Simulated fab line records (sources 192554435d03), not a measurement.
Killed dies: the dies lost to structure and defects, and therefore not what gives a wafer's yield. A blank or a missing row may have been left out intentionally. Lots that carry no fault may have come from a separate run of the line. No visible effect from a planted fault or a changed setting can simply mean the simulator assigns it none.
Chamber matching ; flow n5 finfet ; 3 sister chambers for N5_SDB_STRIP_21 on rie diel-03
The step strips in CF4. 16 wafers are shown with their chamber, then 8 later ones without.

WAFERS WITH THEIR CHAMBER
wafer;chamber;showerhead plenum p Torr (Torr);throttle valve pct (%);oes product au (a.u.)
L074.1;2;1.78;13.79;0.71
L074.2;1;1.79;13.53;0.69
L074.3;0;1.88;13.78;0.73
L074.4;1;1.79;13.53;0.70
L074.5;2;1.78;13.80;0.70
L074.6;0;1.88;13.80;0.73
L078.2;2;1.77;13.82;0.70
L078.4;0;1.87;13.82;0.72
L078.5;2;1.77;13.80;0.70
L080.3;1;1.78;13.57;0.69
L080.4;2;1.77;13.84;0.70
L080.5;0;1.87;13.84;0.71
L084.1;0;1.87;13.86;0.70
L084.2;2;1.77;13.85;0.69
L084.3;1;1.78;13.59;0.68
L089.2;0;1.87;13.88;0.70

SIGNATURES (means of the wafers above)
reading;chamber 0;chamber 1;chamber 2;scatter within a chamber
showerhead plenum p Torr;1.8733;1.7850;1.7733;0.00531
throttle valve pct;13.8300;13.5550;13.8167;0.0312
oes product au;0.7150;0.6900;0.7000;0.0102
Rule: for each reading, subtract the chamber's mean from the wafer's reading, divide by that reading's scatter and square the result; add these up over the readings and take the root, which gives the wafer's distance from the chamber. The wafer belongs to the nearest chamber; if the next one is less than 2 further off, it can't be placed. The scatter is the square root of a quotient: the sum, over the shown wafers, of each reading's squared deviation from its chamber's mean, divided by wafers minus chambers.

WAFERS WITH NO CHAMBER GIVEN
wafer;showerhead plenum p Torr (Torr);throttle valve pct (%);oes product au (a.u.)
L089.3;1.76;13.88;0.68
L089.4;1.87;13.87;0.70
L091.1;1.76;13.90;0.67
L091.5;1.77;13.64;0.67
L091.6;1.86;13.88;0.69
L097.2;1.76;13.93;0.67
L097.4;1.86;13.92;0.69
L097.5;1.76;13.95;0.66

CHAMBER TAKEN BY EACH
wafer;from the rows above;in truth
L089.3;2;2
L089.4;0;0
L091.1;2;2
L091.5;1;1
L091.6;0;0
L097.2;2;2
L097.4;0;0
L097.5;2;2
8 of 8 placed correctly. Number that these rows cannot place: 0. Number placed wrongly: 0.
